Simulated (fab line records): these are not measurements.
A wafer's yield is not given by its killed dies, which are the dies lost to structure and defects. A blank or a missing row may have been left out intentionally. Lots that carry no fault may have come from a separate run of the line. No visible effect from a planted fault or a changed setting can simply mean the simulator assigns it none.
fab line records	flow nand-harc
record: lots: 12	wafers: 36	last-day: 34
route steps=1302 shown P_M0@275 HYBRID_BOND@1243 THIN_TSV@1261 END@1302
lots that met no fault: taken from a fault-free run of the same line
start-h: the number of hours between the record's first day and the start of the first shown wafer of the lot	wait-h: hours since the lot's step before	" repeats the value in the row above	L1.1+2: one row covering several wafers at once	- either no value or no given start	* or withheld: withheld	< > ~ a bound
route shown NAME@n: names a module that has steps shown in the file, with the first one's number in the route	usual: average and standard deviation across the fault-free wafers	same: alike in all rows	chamber/n: place in a boat	sites: each site's reading	_std_site: standard deviation of those values	_edge_site: outer sites' mean less inner sites'	radius-mm: for every site, how far away it sits from the centre of the wafer	mask NAME#n: copy n	behind: the most recent tool/chamber to have shaped the wafer	hold: why the lot was held/for how many hours/how that ended	device: names the non-switching transistor (n, p or np)	end of line: the same wafers' tests at the end of the route	a step without rows: its recipe alone	killed: the dies lost at the first sort to structure and to defects; this is not the yield of the wafer	map: per-die view of a wafer (x killed, . not killed, _ where there is no die)
set.NAME: the setting the step ran with; set.NAME@STEP: the setting that earlier step ran with	model.NAME: the simulator's own value behind a step, which no gauge read
route steps across a sampled set of lots; one table per step, one row per wafer
services: a tool's chamber out of use, with start hour (start-h, from the record's first day; less than 0 if before it), hours out, and reason
== steps ==
step: NHARC_P_M0_PVD_21
recipe: target-thk-a: 300	chamber-pressure-pa: 5	power-w: 5000	substrate-temp-c: 30	time-s: 20.49	material: Cu
usual: throttle-valve-pct: 30.2/1.1
lot.wafer	tool	chamber	start-h	wait-h	throttle-valve-pct
L722.3	pvd-sputter-03	-	127.74	-	31.0
L722.4	"	-	"	"	29.5
L722.6	"	-	"	"	31.1
L725.1	pvd-sputter-01	-	156.31	-	31.1
L725.3	"	-	"	"	28.7
L725.5	"	-	"	"	29.3
L726.3	pvd-sputter-02	-	168.56	-	29.9
L726.2	"	-	"	"	31.0
L726.4	"	-	"	"	29.9
L727.1	pvd-sputter-03	-	175.08	-	28.0
L727.4	"	-	"	"	31.0
L727.5	"	-	"	"	31.0
L729.2	pvd-sputter-01	-	199.72	-	28.5
L729.5	"	-	"	"	32.1
L729.6	"	-	"	"	29.5
L731.2	pvd-sputter-01	-	213.27	0.2	32.2
L731.1	"	-	"	"	29.6
L731.6	"	-	"	"	29.0
L737.4	pvd-sputter-03	-	272.33	-	28.6
L737.3	"	-	"	"	31.1
L737.2	"	-	"	"	30.5
L738.2	pvd-sputter-01	-	288.08	-	29.2
L738.3	"	-	"	"	31.5
L738.4	"	-	"	"	29.8
L741.1	pvd-sputter-01	-	317.20	-	31.3
L741.4	"	-	"	"	31.4
L741.6	"	-	"	"	31.6
L742.2	pvd-sputter-01	-	321.60	-	31.6
L742.4	"	-	"	"	29.6
L742.1	"	-	"	"	31.5
L745.4	pvd-sputter-01	-	348.80	-	31.5
L745.1	"	-	"	"	29.3
L745.5	"	-	"	"	31.4
L744.2	pvd-sputter-02	-	349.67	-	32.0
L744.6	"	-	"	"	31.9
L744.5	"	-	"	"	30.2
step: NHARC_HYBRID_BOND_INSPECT_06
recipe: inspect-instrument: ir-void
usual: raw-defect-count: 94/43
lot.wafer	tool	chamber	start-h	wait-h	raw-defect-count
L722.3	defect-inspect-01	-	553.02	0.1	103
L722.4	"	-	"	"	122
L722.6	"	-	"	"	82
L725.1	defect-inspect-01	-	565.94	0.0	168
L725.3	"	-	"	"	160
L725.5	"	-	"	"	144
L727.1	defect-inspect-01	-	584.22	0.0	89
L727.4	"	-	"	"	72
L727.5	"	-	"	"	91
L726.2	defect-inspect-02	-	584.22	0.1	93
L726.3	"	-	"	"	108
L726.4	"	-	"	"	104
L729.2	defect-inspect-01	-	646.08	0.1	26
L729.5	"	-	"	"	40
L731.2	defect-inspect-02	-	646.10	0.1	89
L731.6	"	-	"	"	75
L737.2	defect-inspect-01	-	686.43	0.1	34
L737.3	"	-	"	"	30
L737.4	"	-	"	"	33
L738.2	defect-inspect-02	-	725.02	0.1	169
L738.3	"	-	"	"	209
L738.4	"	-	"	"	163
L741.1	defect-inspect-01	-	760.93	0.0	82
L741.4	"	-	"	"	77
L741.6	"	-	"	"	90
L742.1	defect-inspect-01	-	760.96	0.1	120
L742.2	"	-	"	"	115
L742.4	"	-	"	"	92
L745.1	defect-inspect-01	-	783.09	0.0	121
L745.4	"	-	"	"	128
L745.5	"	-	"	"	127
L744.2	defect-inspect-02	-	783.09	0.1	34
L744.5	"	-	"	"	35
L744.6	"	-	"	"	29
step: NHARC_THIN_TSV_DESCUM_14
recipe: time-s: 3	o2-flow-sccm: 200	ar-flow-sccm: 0	bias-power-w: 0	chemistry: O2
usual: drypump-motor-current-A: 5.87/0.27	oes-product-au: 0.999/0.0068	rf-vpp-V: 57.6/0.88	showerhead-plenum-p-Torr: 1.89/0.069	throttle-valve-pct: 11.312/0.0097
lot.wafer	tool	chamber	start-h	wait-h	drypump-motor-current-A	oes-product-au	rf-hours-counter-h	rf-vpp-V	showerhead-plenum-p-Torr	throttle-valve-pct
L722.4	rie-diel-08	0	568.06	-	6.38	0.992	0.6	57.8	1.98	11.303
L722.3	"	3	"	"	5.60	0.998	0.5	58.0	1.93	11.328
L722.6	"	0	"	"	6.36	0.997	-	57.6	1.98	11.303
L725.3	rie-diel-11	3	569.28	-	5.40	1.013	6.0	57.0	1.84	11.306
L725.1	"	1	"	"	5.94	1.004	5.6	59.3	1.90	11.312
L725.5	"	2	"	"	5.89	0.998	-	59.0	1.83	11.300
L726.4	rie-diel-08	1	587.06	-	6.22	1.009	2.0	58.0	1.89	11.314
L726.2	"	3	"	"	5.57	1.003	2.1	58.4	1.93	11.333
L726.3	"	0	"	"	6.39	1.008	2.0	56.5	1.98	11.310
L727.4	rie-diel-08	0	588.46	-	6.41	1.003	2.2	57.9	1.98	11.309
L727.1	"	2	"	"	5.79	0.999	2.2	58.4	1.94	11.319
L727.5	"	0	"	"	6.37	1.003	-	58.2	1.98	11.310
L729.2	rie-diel-05	1	650.01	-	5.84	1.009	2.9	55.6	1.82	11.315
L729.5	"	2	"	"	5.90	1.011	-	57.2	1.79	11.333
L731.2	rie-diel-11	2	651.35	-	5.89	0.999	1.4	57.5	1.83	11.315
L731.6	"	0	"	"	5.88	0.989	-	56.9	1.92	11.324
L737.4	rie-diel-05	0	689.16	-	5.73	0.998	4.2	57.7	1.79	11.313
L737.2	"	1	"	"	5.86	0.989	4.7	57.8	1.82	11.320
L737.3	"	2	"	"	5.92	0.990	4.8	58.1	1.79	11.323
L738.2	rie-diel-11	1	727.86	-	5.95	1.003	7.0	58.7	1.90	11.313
L738.4	"	2	"	"	5.87	1.010	6.9	56.4	1.83	11.323
L738.3	"	3	"	"	5.40	1.003	7.0	57.2	1.84	11.318
L741.4	rie-diel-11	1	766.77	-	5.95	0.996	9.6	56.9	1.89	11.304
L741.1	"	2	"	"	5.86	0.998	9.4	57.6	1.83	11.314
L741.6	"	1	"	"	5.95	1.004	-	57.1	1.90	11.308
L742.2	rie-diel-08	1	767.96	-	6.23	0.996	1.6	57.7	1.88	11.293
L742.4	"	3	"	"	5.55	0.994	1.9	56.2	1.93	11.309
L742.1	"	0	"	"	6.43	0.995	1.7	59.0	1.98	11.306
L744.2	rie-diel-11	3	785.83	-	5.41	1.002	10.0	55.4	1.84	11.314
L744.5	"	0	"	"	5.91	0.994	-	57.6	1.92	11.317
L744.6	"	2	"	"	5.83	0.999	-	57.1	1.83	11.326
L745.1	rie-diel-08	1	787.04	-	6.22	1.010	3.6	57.2	1.88	11.308
L745.4	"	2	"	"	5.82	1.003	3.1	58.7	1.93	11.317
L745.5	"	0	"	"	6.40	1.004	-	58.0	1.98	11.321
step: NHARC_THIN_TSV_ETCH_15
recipe: target-depth-a: 30000	bosch-target-overetch-cycles: 2	bosch-etch-step-s: 2.8	bosch-dep-step-s: 1.2	bosch-cycles: 14
usual: drypump-motor-current-A: 5.7/0.46
lot.wafer	tool	chamber	start-h	wait-h	drypump-motor-current-A	rf-hours-counter-h
L722.3	rie-si-01	3	568.74	-	5.3	0.1
L722.4	"	0	"	"	5.6	0.0
L722.6	"	2	"	"	6.0	-
L725.1	rie-si-06	3	569.94	-	5.9	0.8
L725.3	"	0	"	"	4.9	1.0
L725.5	"	2	"	"	6.1	-
L726.2	rie-si-06	0	587.72	-	5.0	1.1
L726.4	"	1	"	"	6.1	1.0
L726.3	"	2	"	"	6.1	1.0
L727.4	rie-si-05	3	589.13	-	5.4	0.6
L727.1	"	0	"	"	5.0	0.4
L727.5	"	2	"	"	6.0	-
L729.2	rie-si-01	3	650.80	-	5.3	0.6
L729.5	"	3	"	"	5.4	-
L731.2	rie-si-06	1	652.00	-	6.2	0.2
L731.6	"	1	"	"	6.2	-
L737.2	rie-si-01	3	689.81	-	5.3	0.9
L737.4	"	0	"	"	5.6	0.7
L737.3	"	2	"	"	6.0	0.9
L738.2	rie-si-06	1	728.53	-	6.1	0.7
L738.3	"	2	"	"	6.0	0.6
L738.4	"	3	"	"	5.9	0.6
L741.1	rie-si-06	0	767.43	-	5.0	0.9
L741.4	"	1	"	"	6.1	0.9
L741.6	"	1	"	"	6.1	-
L742.4	rie-si-05	2	768.62	-	6.0	0.5
L742.1	"	0	"	"	5.0	0.6
L742.2	"	1	"	"	5.1	0.6
L744.2	rie-si-01	0	786.63	-	5.6	0.3
L744.6	"	0	"	"	5.6	-
L744.5	"	1	"	"	6.2	-
L745.1	rie-si-05	1	787.67	-	5.0	0.8
L745.4	"	0	"	"	5.0	0.8
L745.5	"	1	"	"	5.1	-
step: NHARC_END_SORT_01
recipe: temp-c: 25
usual: defect-limited-yield: 91/3.1	killed-at-array: 53/21	killed-at-other: 1.0/1.3	killed-at-periphery: 3.8/2.4	killed-dies: 58/21	killed-open: 3.4/1.9	killed-short: 2.4/1.5	sort_bin_2_pct: 3.0/1.3	sort_bin_3_pct: 0.6/0.39	sort_bin_4_pct: 4.9/1.8	sort-n-pass: 619/21	sort-rim-yield-pct: 88/5.3	sort-yield-pct: 91/3.1
same: gross-dies: 677	sort_bin_5_pct[%]: 0	sort_bin_6_pct[%]: 0	sort_bin_7_pct[%]: 0	sort_bin_8_pct[%]: 0	sort-rim-n-gross: 106.00
lot.wafer	tool	chamber	start-h	wait-h	defect-limited-yield[%]	killed-at-array	killed-at-other	killed-at-periphery	killed-dies	killed-open	killed-short	sort_bin_2_pct[%]	sort_bin_3_pct[%]	sort_bin_4_pct[%]	sort-n-pass	sort-rim-yield-pct[%]	sort-yield-pct[%]
L729.2	prober-02	0	664.37	2.8	97	16	0	5	21	6	3	0.7	0.3	2.1	656	96	97
L729.5	prober-02	0	666.73	3.6	95	27	0	5	32	2	1	1.3	0.6	2.8	645	92	95
L729.6	prober-02	0	667.51	3.9	0	23	0	654	677	2	5	98.1	0	1.9	0	0	0
L731.1	prober-01	0	671.51	2.5	0	51	4	622	677	4	1	94.4	0.4	5.2	0	0	0
L731.2	prober-01	0	672.30	2.8	92	49	1	5	55	5	2	3.2	0.6	4.3	622	86	92
L731.6	prober-01	0	675.46	4.0	92	51	2	3	56	5	7	3.0	0.6	4.7	621	86	92
killed by level:class
L729.2 A_CHANNEL_HOLE_D2:chamber-film-flake=3 A_M1:geometric-particle:open=2 A_CHANNEL_HOLE_D1:chamber-film-flake=2 P_CONTACT:geometric-particle:open=1 P_M0:geometric-particle:open=1 A_CHANNEL_FILL_D1:geometric-particle:open=1 A_ONON_D2:geometric-particle:short=1 A_WL_FILL:geometric-particle:open=1
L729.5 A_CHANNEL_HOLE_D2:chamber-film-flake=13 P_ZERO_WELL:chamber-film-flake=4 A_CHANNEL_HOLE_D1:chamber-film-flake=4 A_SLIT:chamber-film-flake=2 A_WL_FILL:chamber-film-flake=2 A_M0:chamber-film-flake=2 A_CONTACT:geometric-particle:open=1 A_BLC:geometric-particle:short=1
L729.6 P_M0:area-pvd=650 A_CHANNEL_HOLE_D2:chamber-film-flake=10 A_ONON_D1:geometric-particle:short=2 A_CHANNEL_FILL_D2:geometric-particle:short=2 P_ZERO_WELL:chamber-film-flake=2 A_CHANNEL_HOLE_D1:chamber-film-flake=2 A_WL_FILL:chamber-film-flake=2 P_BONDPAD:geometric-particle:short=1
L731.1 P_M0:area-pvd=619 A_SLIT:chamber-film-flake=20 A_CHANNEL_HOLE_D2:chamber-film-flake=14 A_M1:chamber-film-flake=4 A_CHANNEL_HOLE_D1:chamber-film-flake=4 A_CONTACT:chamber-film-flake=4 THIN_TSV:chamber-film-flake=4 P_M0:geometric-particle:open=2
L731.2 A_SLIT:chamber-film-flake=18 A_CHANNEL_HOLE_D2:chamber-film-flake=14 A_CONTACT:chamber-film-flake=5 A_CHANNEL_HOLE_D1:chamber-film-flake=3 A_STAIRCASE:chamber-film-flake=3 A_M1:chamber-film-flake=2 P_CONTACT:geometric-particle:open=1 P_M0:geometric-particle:open=1
L731.6 A_SLIT:chamber-film-flake=16 A_CHANNEL_HOLE_D2:chamber-film-flake=14 A_CONTACT:chamber-film-flake=4 A_M1:chamber-film-flake=3 A_WL_FILL:geometric-particle:short=2 A_WL_FILL:geometric-particle:open=2 A_CHANNEL_HOLE_D1:chamber-film-flake=2 A_STAIRCASE:chamber-film-flake=2
== services ==
tool	chamber	start-h	hours	kind
rie-diel-08	-	105.61	2.4	repair
pvd-sputter-01	-	121.61	4.5	repair
rie-si-06	0	174.39	6.8	repair
rie-diel-11	1	179.52	4.2	repair
rie-diel-11	3	189.08	8.6	repair
rie-diel-08	-	190.80	9.0	pm
rie-diel-11	3	202.24	6.2	repair
pvd-sputter-01	-	226.02	10.0	pm
rie-si-06	1	236.49	3.0	repair
rie-diel-08	1	238.27	7.7	repair
rie-diel-08	-	242.98	0.8	repair
rie-diel-08	0	274.41	3.5	repair
rie-diel-08	-	352.35	0.3	repair
rie-diel-08	-	367.80	9.0	pm
pvd-sputter-01	-	404.02	10.0	pm
rie-diel-08	2	479.49	14.5	repair
rie-diel-08	2	495.37	6.9	repair
rie-diel-08	-	544.80	9.0	pm
rie-diel-08	2	572.35	2.8	repair
pvd-sputter-01	-	582.02	10.0	pm
rie-diel-08	2	627.86	6.2	repair
rie-diel-08	-	721.80	9.0	pm
pvd-sputter-01	-	760.02	10.0	pm
rie-diel-08	-	783.39	0.9	repair
== key ==
first-sign: step: NHARC_END_SORT_01	reading: killed-at-periphery	direction: up	sigmas: 99+	usual: 3.8	struck: 638
effect: step: NHARC_END_SORT_01	reading: sort_bin_2_pct	direction: up	sigmas: 72	usual: 3.0	struck: 96.2
more-kills-born-at: NHARC_P_M0_PVD_21@pvd-sputter-01: 1269
met-at NHARC_P_M0_PVD_21
struck-lots L729,L731
struck-wafers L729.6,L731.1
later-rows-left-out L729.6,L731.1
not-acting-at NHARC_HYBRID_BOND_INSPECT_06,NHARC_THIN_TSV_DESCUM_14,NHARC_THIN_TSV_ETCH_15
onset-between 156.31 199.72
fault: kind: process-parameter-drift	tool: pvd-sputter-01	chamber: -	onset-h: 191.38	steps: NHARC_P_M0_PVD_21	channel: target-thk-a	offset: *	shape: step	end-h: 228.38	acts-in: *	stated: *	scope: struck-wafers-only
later-rows-left-out: the simulator's readings of these wafers behind a module that went badly wrong aren't trusted and aren't shown, but for the sort
